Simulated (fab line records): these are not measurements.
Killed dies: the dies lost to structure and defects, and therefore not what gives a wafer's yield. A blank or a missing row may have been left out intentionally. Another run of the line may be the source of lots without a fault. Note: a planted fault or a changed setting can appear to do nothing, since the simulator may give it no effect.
fab line records    flow n5-finfet
record: lots: 11  wafers: 28  last-day: 16
route steps=1938 shown BEOL_M9@1423 PASSIVATION@1936
lots that met no fault: taken from a fault-free run of the same line
start-h: hours from the record's opening day to when the first of the lot's shown wafers began    wait-h: hours elapsed since this lot's preceding step    " repeats the value in the row above    L1.1+2: one row covering several wafers at once    - no value, or no start was given    * or withheld: withheld    < > ~ a bound
route shown NAME@n: a module of which the file shows steps, and the number in the route of the first    usual: the fault-free wafers' mean and standard deviation    same: alike in all rows    chamber/n: place in a boat    sites: per-site readings    _std_site: how widely they spread, as a standard deviation    _edge_site: inner sites' mean taken away from outer sites' mean    radius-mm: how far each site lies from the wafer's centre    mask NAME#n: copy n    behind: the tool/chamber that last shaped the wafer    hold: reason for holding the lot/hours on hold/outcome of the hold    device: whichever transistor did not switch (one of n, p or np)    end of line: at the end of the route, the tests of the same wafers    for a step that has no rows: nothing shown but its recipe    killed: dies lost to structure and defects at the first sort, not the wafer's yield    map: per-die view of a wafer (x killed, . not killed, _ where there is no die)
set.NAME: the setting the step ran with; set.NAME@STEP: the setting that earlier step ran with    model.NAME: the simulator's own value behind a step, which no gauge read
a sample of lots followed through the steps of the route, with each step as a table and each wafer as a row
services: a tool's chamber out of use, with start hour (start-h, from the record's first day; less than 0 if before it), hours out, and reason
== steps ==
step: N5_BEOL_M9_STRIP_19
recipe: chemistry: O2  power-w: 400  temp-c: 40  pressure-mtorr: 30  rf-frequency-hz: 6e+07  bias-power-w: 0  overash-fraction: 0.2  o2-flow-sccm: 225
usual: drypump-motor-current-A: 5.4/0.56  oes-product-au: 0.80/0.092  rf-vpp-V: 3.7/0.57  showerhead-plenum-p-Torr: 2.10/0.085  throttle-valve-pct: 16.69/0.23
lot.wafer  tool         chamber  start-h  wait-h  drypump-motor-current-A  oes-product-au  rf-hours-counter-h  rf-vpp-V  showerhead-plenum-p-Torr  throttle-valve-pct
L138.3     rie-diel-03  2        232.10   0.1     5.3                      0.84            65                  2.8       2.05                      16.83
L138.6     "            1        "        "       5.0                      0.86            -                   3.6       2.22                      16.38
L142.1     rie-diel-03  3        240.38   0.1     6.5                      0.68            256                 3.5       1.98                      16.83
L142.6     "            2        "        "       5.2                      0.84            -                   2.9       2.05                      16.84
L143.1     rie-diel-03  1        260.29   0.1     5.1                      0.84            60                  4.4       2.21                      16.42
L143.3     "            0        "        "       6.0                      0.67            210                 4.5       2.18                      16.74
L144.4     rie-diel-03  2        260.49   0.1     5.3                      0.83            -                   4.5       2.05                      16.83
L144.5     "            0        "        "       5.9                      0.68            -                   3.5       2.18                      16.74
L145.2     rie-diel-06  3        260.60   0.1     4.8                      0.82            118                 2.6       2.10                      16.75
L145.3     "            1        "        "       5.4                      0.76            122                 4.3       2.18                      16.49
L145.6     "            3        "        "       4.7                      0.81            -                   3.2       2.10                      16.75
L147.2     rie-diel-06  1        267.23   0.2     5.4                      0.76            126                 3.3       2.18                      16.51
L147.3     "            3        "        "       4.7                      0.81            121                 3.6       2.10                      16.77
L147.6     "            1        "        "       5.4                      0.77            -                   4.0       2.18                      16.50
L146.2     rie-diel-03  0        267.87   0.1     5.9                      0.68            214                 4.5       2.18                      16.73
L146.5     "            1        "        "       5.0                      0.83            -                   2.6       2.21                      16.40
L154.2     rie-diel-06  2        314.20   0.1     4.7                      0.94            11                  4.3       2.06                      16.52
L154.3     "            3        "        "       4.7                      0.80            129                 3.8       2.10                      16.79
L154.4     "            0        "        "       6.3                      0.97            -                   3.6       2.22                      16.67
L153.1     rie-diel-03  2        319.86   0.1     5.3                      0.81            97                  3.2       2.04                      16.90
L153.2     "            1        "        "       5.0                      0.82            82                  3.1       2.21                      16.43
L153.4     "            3        "        "       6.5                      0.96            16                  2.8       2.24                      16.38
L156.2     rie-diel-02  2        323.78   0.1     5.6                      0.78            125                 4.5       2.02                      16.73
L156.5     "            2        "        "       5.6                      0.79            -                   4.1       2.02                      16.73
L156.6     "            3        "        "       6.0                      0.89            -                   3.9       2.13                      16.33
L157.4     rie-diel-02  0        338.42   0.1     5.7                      0.70            192                 3.6       1.93                      17.08
L157.5     "            1        "        "       5.5                      0.89            -                   3.2       2.06                      16.75
L157.6     "            0        "        "       5.7                      0.70            -                   3.9       1.93                      17.07
step: N5_BEOL_M9_TRENCH_ETCH_37
recipe: chemistry: C4F6/O2  target-depth-a: 1514.3  target: SiCOH_lowk  time-s: 49  ion-energy-ev: 250  pressure-mtorr: 30  source-w: 345  bias-w: 185  Ar_flow_sccm: 300  C4F6_flow_sccm: 10  O2_flow_sccm: 10
usual: drypump-motor-current-A: 5.5/0.57  oes-product-au: 0.80/0.085  rf-fwd-power-W: 341.4/1.7  rf-vpp-V: 654/13  showerhead-plenum-p-Torr: 2.84/0.13  throttle-valve-pct: 20.96/0.2
lot.wafer  tool         chamber  start-h  wait-h  drypump-motor-current-A  oes-product-au  rf-fwd-power-W  rf-hours-counter-h  rf-vpp-V  showerhead-plenum-p-Torr  throttle-valve-pct
L138.3     rie-diel-06  0        234.47   -       6.2                      0.71            341.8           236                 675       2.69                      21.39
L138.6     "            0        "        "       6.2                      0.70            341.7           -                   676       2.69                      21.38
L142.1     rie-diel-03  2        241.58   -       5.3                      0.83            340.9           68                  663       2.77                      21.05
L142.6     "            1        "        "       5.0                      0.84            340.8           -                   648       3.01                      20.69
L144.4     rie-diel-03  1        262.12   -       5.0                      0.84            341.9           -                   647       3.00                      20.72
L144.5     "            2        "        "       5.3                      0.81            339.9           -                   663       2.77                      21.05
L143.1     rie-diel-03  2        262.53   -       5.3                      0.81            339.7           77                  662       2.77                      21.05
L143.3     "            0        "        "       5.9                      0.68            343.3           211                 648       2.94                      20.89
L145.2     rie-diel-02  3        262.58   -       6.0                      0.91            341.9           27                  681       2.95                      20.91
L145.3     "            2        "        "       5.6                      0.81            341.9           102                 642       2.75                      20.94
L145.6     "            0        "        "       5.7                      0.73            338.5           -                   667       2.64                      21.30
L146.2     rie-diel-06  1        268.72   -       5.4                      0.78            341.7           126                 648       2.99                      20.94
L146.5     "            1        "        "       5.4                      0.77            341.1           -                   648       2.99                      20.93
L147.2     rie-diel-06  1        269.15   -       5.4                      0.78            341.5           127                 647       2.99                      20.94
L147.3     "            0        "        "       6.2                      0.69            341.6           248                 676       2.69                      21.38
L147.6     "            3        "        "       4.8                      0.81            338.8           -                   654       2.82                      20.84
L154.2     rie-diel-02  0        314.98   -       5.7                      0.70            339.4           187                 667       2.63                      21.35
L154.3     "            2        "        "       5.6                      0.79            344.0           123                 643       2.74                      20.97
L154.4     "            2        "        "       5.6                      0.79            341.6           -                   642       2.74                      20.96
L153.1     rie-diel-06  2        322.64   -       4.7                      0.88            281.0           14                  719       2.81                      20.95
L153.2     "            3        "        "       4.7                      0.75            277.4           132                 722       2.82                      20.84
L153.4     "            2        "        "       4.7                      0.88            279.9           -                   718       2.81                      20.93
L156.2     rie-diel-06  0        326.52   -       6.3                      0.91            278.5           7                   760       3.02                      21.02
L156.5     "            0        "        "       6.3                      0.92            280.0           -                   759       3.02                      21.03
L156.6     "            3        "        "       4.7                      0.75            279.7           -                   723       2.82                      20.84
L157.4     rie-diel-03  0        339.37   -       6.0                      0.66            344.3           237                 648       2.93                      20.91
L157.5     "            1        "        "       5.0                      0.80            341.0           -                   646       2.99                      20.75
L157.6     "            2        "        "       5.3                      0.78            339.1           -                   663       2.75                      21.09
step: N5_BEOL_M9_OCD_MEAS_38
usual: trench-depth-nm: 149.9/2.6
lot.wafer  tool    chamber  start-h  wait-h  trench-depth-nm
L138.3     ocd-01  -        234.64   -       151.1
L138.6     "       -        "        "       149.2
L142.1     ocd-01  -        241.75   -       150.3
L142.6     "       -        "        "       149.2
L144.4     ocd-02  -        262.28   -       151.2
L144.5     "       -        "        "       150.4
L143.1     ocd-02  -        262.70   -       150.1
L143.3     "       -        "        "       147.3
L145.2     ocd-01  -        262.76   -       149.7
L145.3     "       -        "        "       149.1
L145.6     "       -        "        "       149.9
L146.2     ocd-01  -        268.90   -       153.5
L146.5     "       -        "        "       153.4
L147.2     ocd-02  -        269.32   -       153.9
L147.3     "       -        "        "       149.7
L147.6     "       -        "        "       152.1
L154.2     ocd-02  -        315.15   -       147.6
L154.3     "       -        "        "       150.1
L154.4     "       -        "        "       148.3
L153.1     ocd-01  -        322.81   -       137.9
L153.2     "       -        "        "       141.0
L153.4     "       -        "        "       136.9
L156.2     ocd-01  -        326.69   -       144.6
L156.5     "       -        "        "       145.1
L156.6     "       -        "        "       140.1
L157.4     ocd-02  -        339.55   -       146.4
L157.5     "       -        "        "       149.4
L157.6     "       -        "        "       148.9
step: N5_BEOL_M9_DEGAS_44
recipe: ambient: vacuum  temp-c: 250  time-s: 60
usual: heater-power-w: 336/32
lot.wafer  tool            chamber  start-h  wait-h  heater-power-w
L138.3     pvd-sputter-02  -        235.20   0.2     354
L138.6     "               -        "        "       327
L142.1     pvd-sputter-03  -        242.42   0.4     396
L142.6     "               -        "        "       392
L144.4     pvd-sputter-02  -        263.04   0.4     344
L144.5     "               -        "        "       294
L143.1     pvd-sputter-02  -        263.44   0.5     307
L143.3     "               -        "        "       324
L145.2     pvd-sputter-02  -        263.60   0.5     340
L145.3     "               -        "        "       317
L145.6     "               -        "        "       294
L146.2     pvd-sputter-03  -        269.43   0.2     402
L146.5     "               -        "        "       343
L147.2     pvd-sputter-02  -        269.96   0.3     322
L147.3     "               -        "        "       347
L147.6     "               -        "        "       299
L154.2     pvd-sputter-01  -        315.80   0.4     322
L154.3     "               -        "        "       357
L154.4     "               -        "        "       392
L153.1     pvd-sputter-01  -        323.63   0.5     392
L153.2     "               -        "        "       357
L153.4     "               -        "        "       298
L156.2     pvd-sputter-03  -        329.07   2.0     348
L156.5     "               -        "        "       336
L156.6     "               -        "        "       386
L157.4     pvd-sputter-03  -        340.68   0.6     340
L157.5     "               -        "        "       405
L157.6     "               -        "        "       367
step: N5_BEOL_M9_ANNEAL_51
recipe: temp-c: 225  time-s: 90  ambient: N2
usual: wafer_temp_C_max: 226.00/0.27
lot.wafer  tool           chamber  start-h  wait-h  wafer_temp_C_max
L138.3     rtp-anneal-01  0        236.87   0.2     226.03
L138.6     "              0        "        "       225.43
L142.1     rtp-anneal-01  0        243.44   0.3     225.86
L142.6     "              0        "        "       225.79
L143.1     rtp-anneal-02  0        264.27   0.1     225.56
L143.3     "              0        "        "       225.82
L144.4     rtp-anneal-01  0        264.35   0.3     226.04
L144.5     "              0        "        "       225.95
L145.2     rtp-anneal-02  0        264.59   0.2     226.22
L145.3     "              0        "        "       226.56
L145.6     "              0        "        "       226.12
L146.2     rtp-anneal-01  0        270.44   0.1     225.68
L146.5     "              0        "        "       225.89
L147.2     rtp-anneal-02  0        271.30   0.2     225.78
L147.3     "              0        "        "       226.31
L147.6     "              0        "        "       225.91
L154.2     rtp-anneal-02  0        317.77   0.1     226.20
L154.3     "              0        "        "       226.17
L154.4     "              0        "        "       226.13
L153.1     rtp-anneal-01  0        324.69   0.1     226.16
L153.2     "              0        "        "       225.76
L153.4     "              0        "        "       226.37
L156.2     rtp-anneal-02  0        330.15   0.1     225.93
L156.5     "              0        "        "       226.07
L156.6     "              0        "        "       226.47
L157.4     rtp-anneal-02  0        341.94   0.3     226.18
L157.5     "              0        "        "       226.17
L157.6     "              0        "        "       226.22
step: N5_BEOL_M9_THK_MEAS_53
recipe: thk-meas-gauge: xrf  reads: Cu_of_BEOL_M9_ECD_50
usual: M9_THK: 142/3.2
lot.wafer  tool           chamber  start-h  wait-h  M9_THK[nm]
L138.3     film-metro-02  -        237.38   -       146
L138.6     "              -        "        "       141
L142.1     film-metro-02  -        244.03   -       140
L142.6     "              -        "        "       141
L144.4     film-metro-01  -        264.81   -       146
L144.5     "              -        "        "       143
L143.1     film-metro-01  -        264.86   -       144
L143.3     "              -        "        "       142
L145.2     film-metro-02  -        265.13   -       144
L145.3     "              -        "        "       144
L145.6     "              -        "        "       143
L146.2     film-metro-01  -        270.98   -       146
L146.5     "              -        "        "       147
L147.2     film-metro-01  -        271.85   -       147
L147.3     "              -        "        "       142
L147.6     "              -        "        "       146
L154.2     film-metro-02  -        318.32   -       137
L154.3     "              -        "        "       141
L154.4     "              -        "        "       142
L153.1     film-metro-01  -        325.28   -       125
L153.2     "              -        "        "       130
L153.4     "              -        "        "       127
L156.2     film-metro-01  -        330.69   -       136
L156.5     "              -        "        "       138
L156.6     "              -        "        "       129
L157.4     film-metro-02  -        342.40   -       138
L157.5     "              -        "        "       143
L157.6     "              -        "        "       143
step: N5_BEOL_M9_RS_MEAS_57
recipe: thk-meas-gauge: four-point-probe  reads: Cu_of_BEOL_M9_ECD_50+Co_of_BEOL_M9_CVD_78+TaN_of_BEOL_M9_ALD_74
usual: M9_RS: 0.152/0.0036
lot.wafer  tool           chamber  start-h  wait-h  M9_RS[ohm/sq]
L138.3     film-metro-02  -        237.51   0.1     0.151
L138.6     "              -        "        "       0.156
L142.1     film-metro-02  -        244.17   0.1     0.156
L142.6     "              -        "        "       0.155
L144.4     film-metro-01  -        264.94   0.0     0.150
L144.5     "              -        "        "       0.153
L143.1     film-metro-02  -        265.00   0.1     0.151
L143.3     "              -        "        "       0.154
L145.2     film-metro-02  -        265.27   0.1     0.150
L145.3     "              -        "        "       0.150
L145.6     "              -        "        "       0.151
L146.2     film-metro-01  -        271.12   0.1     0.148
L146.5     "              -        "        "       0.146
L147.2     film-metro-02  -        271.98   0.1     0.148
L147.3     "              -        "        "       0.153
L147.6     "              -        "        "       0.148
L154.2     film-metro-01  -        318.49   0.1     0.158
L154.3     "              -        "        "       0.153
L154.4     "              -        "        "       0.152
L153.1     film-metro-01  -        325.41   0.1     0.174
L153.2     "              -        "        "       0.166
L153.4     "              -        "        "       0.170
L156.2     film-metro-02  -        330.83   0.1     0.160
L156.5     "              -        "        "       0.157
L156.6     "              -        "        "       0.168
L157.4     film-metro-01  -        342.54   0.0     0.157
L157.5     "              -        "        "       0.152
L157.6     "              -        "        "       0.151
step: N5_PASSIVATION_PROBE_49
usual: defect-limited-yield: 91.2/1.4  killed_at_M0_to_M3: 32/9.3  killed_at_M4_up: 14/4.9  killed-at-contacts: 15/7.5  killed-at-front-end: 40/11  killed-at-other: 4/3.3  killed-dies: 104/17  killed-open: 68/14  killed-short: 33/7.9  sort_bin_5_function: 5.2/0.99  sort_bin_6_memory: 3.2/0.65  sort-n-pass: 1076/17  sort-yield-pct: 91.1/1.5
same: gross-dies: 1180  killed-at-back-side: 0  sort_bin_4_leakage[%]: 0  sort_bin_8_speed[%]: 0
lot.wafer  tool       chamber  start-h  wait-h  defect-limited-yield[%]  killed_at_M0_to_M3  killed_at_M4_up  killed-at-contacts  killed-at-front-end  killed-at-other  killed-dies  killed-open  killed-short  sort_bin_5_function[%]  sort_bin_6_memory[%]  sort-n-pass  sort-yield-pct[%]
L153.4     prober-02  -        378.57   0.2     91.2                     33                  9                12                  46                   4                104          66           36            5.1                     3.4                   1076         91.2
killed by level:class
L153.4 DUMMY_GATE:geometric-particle:open=9 FIN_SAQP:geometric-particle:open=8 MOL_CONTACT_COAG:geometric-particle:open=8 STI_FIN_REVEAL:geometric-particle:open=7 BEOL_M0_SAQP:geometric-particle:short=7 BEOL_M2:geometric-particle:open=7 BEOL_M0_SAQP:geometric-particle:open=6 BEOL_M1:geometric-particle:open=6
== services ==
tool         chamber  start-h  hours  kind
rie-diel-02  1        245.26   -      clean
rie-diel-02  1        245.26   -      consumable-replace:focus-ring
rie-diel-02  1        245.26   17.8   scheduled-down
rie-diel-03  3        257.80   -      clean
rie-diel-03  3        257.80   -      consumable-replace:focus-ring
rie-diel-03  3        257.80   -      consumable-replace:showerhead
rie-diel-06  2        262.16   -      clean
rie-diel-06  2        262.16   -      consumable-replace:focus-ring
rie-diel-06  2        262.16   25.1   scheduled-down
rie-diel-06  2        262.16   25.1   vent-cycle
rie-diel-03  0        274.83   3.8    repair
rie-diel-06  3        276.39   6.5    repair
rie-diel-02  3        277.39   11.6   repair
rie-diel-06  0        287.31   -      clean
rie-diel-06  0        287.31   -      consumable-replace:focus-ring
rie-diel-06  0        287.31   -      consumable-replace:showerhead
rie-diel-06  0        287.31   19.2   scheduled-down
rie-diel-06  0        287.31   19.2   vent-cycle
rie-diel-06  3        289.56   18.8   repair
rie-diel-02  3        297.64   18.1   repair
rie-diel-02  1        303.65   4.8    repair
rie-diel-06  1        313.27   20.2   repair
rie-diel-02  0        320.60   12.9   repair
rie-diel-03  2        336.02   2.5    repair
== key ==
first-sign: step: N5_BEOL_M9_TRENCH_ETCH_37  reading: rf-fwd-power-W  direction: down  sigmas: 36  usual: *  struck: *
effect: step: N5_BEOL_M9_TRENCH_ETCH_37  reading: rf-vpp-V  direction: up  sigmas: 6.1  usual: 654  struck: 733
effect: step: N5_BEOL_M9_OCD_MEAS_38  reading: trench-depth-nm  direction: down  sigmas: 3.5  usual: 149.9  struck: 140.9
effect: step: N5_BEOL_M9_THK_MEAS_53  reading: M9_THK  direction: down  sigmas: 3.5  usual: 142  struck: 131
effect: step: N5_BEOL_M9_RS_MEAS_57  reading: M9_RS  direction: up  sigmas: 3.7  usual: 0.152  struck: 0.166
met-at N5_BEOL_M9_TRENCH_ETCH_37
struck-lots L153,L156
not-acting-at N5_BEOL_M9_STRIP_19,N5_BEOL_M9_DEGAS_44,N5_BEOL_M9_ANNEAL_51
onset-between 269.15 322.64
fault: kind: process-parameter-drift  tool: rie-diel-06  chamber: -  onset-h: 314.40  steps: N5_BEOL_M9_TRENCH_ETCH_37  channel: source-w  offset: -62.1  shape: step  end-h: 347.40  acts-in: these-recipes-only  stated: 345
